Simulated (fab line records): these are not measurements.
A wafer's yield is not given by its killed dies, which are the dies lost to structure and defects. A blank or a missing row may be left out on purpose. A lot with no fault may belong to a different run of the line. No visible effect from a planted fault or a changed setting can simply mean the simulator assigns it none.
A lot that was struck, set against a sound lot / flow n5_finfet / 28 out of 1938 route steps
Sound: the wafers L183.1, L183.2, L183.5. Struck: wafers L194.3, L194.5 (left out: L194.1, a lot-mate that was not struck); the cause follows at the end.
Each step with rows lists, per side, the tool, then ch with its chambers, then its first start. Under that, the readings that differ: sound wafers / struck wafers / difference of the means / sigmas: that difference in standard deviations of wafers without a fault.
alike: readings with means less than 2 such deviations apart, plus words and numbers identical on both sides. not compared: withheld readings, readings lacking a value on some wafer, bounds such as >300 that could conceal the same value, and numbers that have no deviation in the record and whose values overlap.
The two part at a step that has a row with sigmas, a row that says differs or no value, or rows on one side only. Numbers that have no deviation but don't overlap get no sigmas and don't part them. Lack of a reading on every wafer of one side parts them only where that side has two or more wafers.

N5_BEOL_M13_ETCH_59: etches BARC in N2/H2, target depth 89 nm, overetch 26.7 nm, time 67.9 s.
  sound on rie_diel-02 ch 0,1,2, day 12 20:47; struck on rie_diel-04 ch 0,2, day 15 14:40
  alike: drypump_motor_current_A, oes_product_au, rf_vpp_V, showerhead_plenum_p_Torr, throttle_valve_pct
  not compared: rf_hours_counter_h
N5_BEOL_M13_VIA_ETCH_16: etches SiOC in C4F8/O2/Ar, target depth 921.7 nm.
  sound on rie_diel-02 ch 0,1,2, day 12 20:50; struck on rie_diel-04 ch 0,2, day 15 14:43
  alike: drypump_motor_current_A, mfc_ar_sccm, oes_product_au, rf_vpp_V, showerhead_plenum_p_Torr, throttle_valve_pct
then, 1 step without rows for these wafers: N5_BEOL_M13_STRIP_63 (strips in N2/H2).
N5_BEOL_M13_STRIP_64: strips in N2/H2.
  sound on plasma_asher-02 ch 0,1, day 12 21:17; struck on plasma_asher-02 ch 0, day 15 15:01
  alike: drypump_motor_current_A, heater_power_w, oes_product_au, strip_time_to_endpoint_s
  not compared: rf_hours_counter_h
then, 2 steps without rows for these wafers: N5_BEOL_M13_STRIP_71 (strips in post etch residue remover, time 60 s); N5_BEOL_M13_SRD_72 (time 30 s, dry time 30 s).
N5_BEOL_M13_CD_MEAS_17: the cd target is 190 nm.
  sound on cd_sem-01, day 12 21:26; struck on cd_sem-02, day 15 15:10
  alike: cd_nm
then, 5 steps without rows for these wafers: N5_BEOL_M13_COAT_65 (time 60 s, resist thk 350 nm); N5_BEOL_M13_COAT_66 (time 60 s, resist thk 110 nm); N5_BEOL_M13_COAT_22 (resist thk 300 nm); N5_BEOL_M13_EBR_24; N5_BEOL_M13_SOFTBAKE_23 (time 60 s).
N5_BEOL_M13_EXPOSE_25: exposes mask M13, target cd 210 nm.
  sound on krf_scanner-01 ch 0, day 12 21:35; struck on krf_scanner-01 ch 0, day 15 15:19
  alike: mask, exposure_dose_mJ_cm2
then, 3 steps without rows for these wafers: N5_BEOL_M13_PEB_26 (peb time 90 s); N5_BEOL_M13_DEVELOP_27 (develop time 45 s); N5_BEOL_M13_HARDBAKE_32 (time 120 s).
N5_BEOL_M13_CD_MEAS_28: the cd target is 209.5 nm.
  sound on cd_sem-03 ch 0, day 12 21:46; struck on cd_sem-01 ch 0, day 15 15:29
reading=cd_nm (nm); sound=211.3 209.9 212.0; struck=319.9 321.5; difference=+109.6; sigmas=+99 or more
N5_BEOL_M13_OVL_MEAS_29:
  sound on overlay-02 ch 0, day 12 21:47; struck on overlay-01 ch 0, day 15 15:32
  alike: M13_OVL
N5_BEOL_M13_INSPECT_30: inspects for defects (macro).
  sound on defect_inspect-01, day 12 21:49; struck on defect_inspect-02, day 15 15:34
  alike: raw_defect_count
N5_BEOL_M13_DESCUM_33: chemistry O2, time 7.9 s.
  sound on rie_diel-04 ch 0,2, day 12 21:56; struck on rie_diel-04 ch 1, day 15 15:46
reading=model.BEOL_M13.cd_nm (nm); sound=211.6 210 211.6; struck=320.2 321.8; difference=+109.9; sigmas=
  alike: drypump_motor_current_A, oes_product_au, rf_vpp_V, showerhead_plenum_p_Torr, throttle_valve_pct
  not compared: rf_hours_counter_h
then, 3 steps without rows for these wafers: N5_BEOL_M13_ETCH_67 (etches SiARC in CF4, target depth 143 nm, time 238.3 s); N5_BEOL_M13_ETCH_68 (etches SOC in N2/H2, time 355 s); N5_BEOL_M13_STRIP_69 (strips in N2/H2).
N5_BEOL_M13_TRENCH_ETCH_34: etches SiOC in C4F8/O2/Ar, target depth 413.47 nm, time 162.6 s.
  sound on rie_diel-04 ch 0,2, day 12 22:20; struck on rie_diel-04 ch 1, day 15 16:10
  alike: drypump_motor_current_A, mfc_ar_sccm, oes_product_au, rf_vpp_V, showerhead_plenum_p_Torr, throttle_valve_pct
  not compared: rf_hours_counter_h
then, 1 step without rows for these wafers: N5_BEOL_M13_STRIP_70 (strips in C4F8/O2/Ar).
N5_BEOL_M13_STRIP_37: strips in N2/H2.
  sound on plasma_asher-02 ch 0,1, day 12 22:34; struck on plasma_asher-02 ch 0, day 15 16:29
  alike: drypump_motor_current_A, heater_power_w, oes_product_au
  not compared: rf_hours_counter_h
N5_BEOL_M13_ETCH_38: etches SiCN in CF4/N2, target depth 67.5 nm, time 71.9 s.
  sound on rie_diel-05 ch 1,3, day 12 23:21; struck on rie_diel-04 ch 2,3, day 15 17:55
reading=model.BEOL_M13.cd_nm (nm); sound=213.8 211.8 213.6; struck=319.6 321.2; difference=+107.3; sigmas=
  alike: drypump_motor_current_A, mfc_ar_sccm, oes_product_au, rf_vpp_V, showerhead_plenum_p_Torr, throttle_valve_pct
  not compared: rf_hours_counter_h
then, 1 step without rows for these wafers: N5_BEOL_M13_PRECLEAN_39 (cleans in residue remover, time 60 s).

== WHERE THEY PART ==
Within this record, at N5_BEOL_M13_CD_MEAS_28 only. Later steps at which nothing parts them and some readings are alike: N5_BEOL_M13_OVL_MEAS_29, N5_BEOL_M13_INSPECT_30, N5_BEOL_M13_DESCUM_33, N5_BEOL_M13_TRENCH_ETCH_34, N5_BEOL_M13_STRIP_37, N5_BEOL_M13_ETCH_38.

WHY: the cause the simulator had injected
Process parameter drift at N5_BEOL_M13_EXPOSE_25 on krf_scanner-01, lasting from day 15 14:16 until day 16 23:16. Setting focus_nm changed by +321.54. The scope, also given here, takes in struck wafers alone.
